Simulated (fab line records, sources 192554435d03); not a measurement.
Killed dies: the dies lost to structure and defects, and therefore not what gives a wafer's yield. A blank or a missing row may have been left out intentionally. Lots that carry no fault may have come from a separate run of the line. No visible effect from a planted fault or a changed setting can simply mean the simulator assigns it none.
Comparing a struck lot with a sound one | flow n5Finfet | 41 out of 1938 route steps
Sound: the wafers L198.2, L198.3, L198.4. Struck: wafer L214.3. (L214.1, L214.4 of the same lot were not struck and are left out.) The cause comes at the end.
For every step that has rows: the tool of each side, followed by ch and its chambers, followed by its first start. Under that, the readings that differ: sound wafers | struck wafers | difference of the means | sigmas: that difference in standard deviations of wafers without a fault.
alike: same words and numbers on both sides, and readings whose means sit less than 2 such deviations apart. not compared: any withheld reading, any reading some wafer has no value for, any bound like >300 that may hide the same value, and any number with overlapping values for which the record gives no deviation.
The two part at a step that has a row with sigmas, a row that says differs or no value, or rows on one side only. When numbers do not overlap yet have no deviation, they are printed without sigmas and do not part them. A reading missing from all wafers of one side parts the sides only when that side holds two or more wafers.

first, 2 steps without rows for these wafers: N5_BEOL_M4_PRECLEAN_42 (cleans in residue remover, time 60 s); N5_BEOL_M4_SRD_43 (time 30 s).
N5_BEOL_M4_CD_MEAS_35: target cd 18 nm, target cd y 22.4 nm.
  sound on cdSem-02 at day 7 13:37; struck on cdSem-02 at day 11 17:51
  alike: cdNm
then, 3 steps without rows for these wafers: N5_BEOL_M4_DEGAS_44 (time 60 s); N5_BEOL_M4_PRE_CLEAN_45 (time 30 s); N5_BEOL_M4_ALD_84 (deposits TaN, pulse time 2 s, purge time 3 s, co reactant purge time 2 s).
N5_BEOL_M4_SURFACE_TREAT_85:
  sound on pvdSputter-01 at day 7 14:35; struck on pvdSputter-01 at day 11 18:55
  not compared: throttleValvePct
then, 1 step without rows for these wafers: N5_BEOL_M4_CVD_47 (deposits Co from CCTBA/H2, target thk 3 nm, time 223.8 s).
N5_BEOL_M4_SPUTTER_48: material Cu, target thk 4.5 nm, time 8.29 s.
  sound on pvdSputter-03 at day 7 15:48; struck on pvdSputter-01 at day 11 19:49
  alike: chamberPressurePa, throttleValvePct
then, 3 steps without rows for these wafers: N5_BEOL_M4_ANNEAL_49 (time 240 s); N5_BEOL_M4_SPUTTER_79 (material Cu, target thk 4.5 nm, time 8.29 s); N5_BEOL_M4_ANNEAL_80 (time 240 s).
N5_BEOL_M4_SPUTTER_81: material Cu, target thk 4.5 nm, time 8.29 s.
  sound on pvdSputter-03 at day 7 16:14; struck on pvdSputter-01 at day 11 20:15
  alike: chamberPressurePa, throttleValvePct
then, 13 steps without rows for these wafers: N5_BEOL_M4_ANNEAL_82 (time 240 s); N5_BEOL_M4_SPUTTER_86 (material Cu, target thk 4.5 nm, time 8.29 s); N5_BEOL_M4_ANNEAL_87 (time 240 s); N5_BEOL_M4_SPUTTER_88 (material Cu, target thk 4.5 nm, time 8.29 s); N5_BEOL_M4_ANNEAL_89 (time 240 s); N5_BEOL_M4_SPUTTER_90 (material Cu, target thk 4.5 nm, time 8.29 s); N5_BEOL_M4_ANNEAL_91 (time 240 s); N5_BEOL_M4_SPUTTER_92 (material Cu, target thk 4.5 nm, time 8.29 s); N5_BEOL_M4_ANNEAL_93 (time 240 s); N5_BEOL_M4_SPUTTER_94 (material Cu, target thk 4.5 nm, time 8.29 s); N5_BEOL_M4_ANNEAL_95 (time 240 s); N5_BEOL_M4_SPUTTER_96 (material Cu, target thk 4.5 nm, time 8.29 s); N5_BEOL_M4_ECD_50 (material Cu, target thk 300 nm).
N5_BEOL_M4_ANNEAL_51: time 90 s.
  sound on rtpAnneal-01 ch 0, day 7 18:15; struck on rtpAnneal-01 ch 0, day 11 21:46
  alike: wafer_temp_C_max
N5_BEOL_M4_CMP_52: polishes, stops on SiOC, t overpolish 6.8 s, target thk 40 nm.
  sound on cmp-01 ch 1,2,3, day 7 18:44; struck on cmp-04 ch 3, day 11 22:04
reading                   | sound          | struck | difference | sigmas
barrierFieldEndpointS (s) | 23.8 24.4 24.3 | 26.0   | +1.8       | +2
timeToEndpointS (s)       | 58 65 56       | 68     | +8         | +2
  alike: headPressurePsi, motorCurrentA, overpolishRunS
N5_BEOL_M4_PRE_CLEAN_60: time 15 s.
  sound on cvdCo-02 ch 0,2, day 7 19:04; struck on cvdCo-01 ch 2, day 11 22:24
  alike: heaterPowerW
then, 3 steps without rows for these wafers: N5_BEOL_M4_CO_CAP_55 (material Co, precursor CCTBA/H2, target thk 2 nm, time 102.1 s); N5_BEOL_M4_PRE_CLEAN_56 (time 15 s); N5_BEOL_M4_DEP_57 (deposits SiCN from 3MS/NH3, target thk 8 nm, time 14 s).
N5_BEOL_M4_RS_MEAS_58: measures by four-point-probe.
  sound on filmMetro-02 at day 7 19:18; struck on filmMetro-01 at day 11 22:37
  alike: M4_RS
N5_BEOL_M4_RC_MEAS_101:
  sound on prober-02 ch 0, day 7 19:30; struck on prober-02 ch 0, day 11 22:40
  alike: DIBL_N, DIBL_P, IOFF_N, IOFF_P, ION_N, ION_P, SS_N, SS_P, VT_N, VT_P
then, 2 steps without rows for these wafers: N5_BEOL_M5_ILD_DEP_00 (deposits SiCOH lowk from DEMS/porogen, target thk 140.64 nm, time 25.9 s); N5_BEOL_M5_CURE_79 (cures SiCOH lowk, time 240 s).
N5_BEOL_M5_THK_MEAS_01:
  sound on filmMetro-02 at day 7 20:53; struck on filmMetro-02 at day 12 00:13
  alike: M5_ILD_THK
then, 3 steps without rows for these wafers: N5_BEOL_M5_PECVD_70 (deposits SiO2 from TEOS/O2, target thk 16 nm, time 18 s); N5_BEOL_M5_HM_DEP_02 (deposits TiN, target thk 20 nm); N5_BEOL_M5_COAT_59 (time 60 s, resist thk 60 nm).
-- the record jumps here: 5 days lie between the struck wafers' starts before and after (it left off in module BEOL_M5 and takes up again in module PASSIVATION, whose first step shown is number 1936 of the route) --
N5_PASSIVATION_PROBE_49:
  the record has rows for the struck wafers here (prober-02, day 16 20:40) and none for the sound ones

## WHERE THEY PART
First at N5_BEOL_M4_CMP_52; last, within this record, at N5_PASSIVATION_PROBE_49.

WHY: what had been put in by the simulator
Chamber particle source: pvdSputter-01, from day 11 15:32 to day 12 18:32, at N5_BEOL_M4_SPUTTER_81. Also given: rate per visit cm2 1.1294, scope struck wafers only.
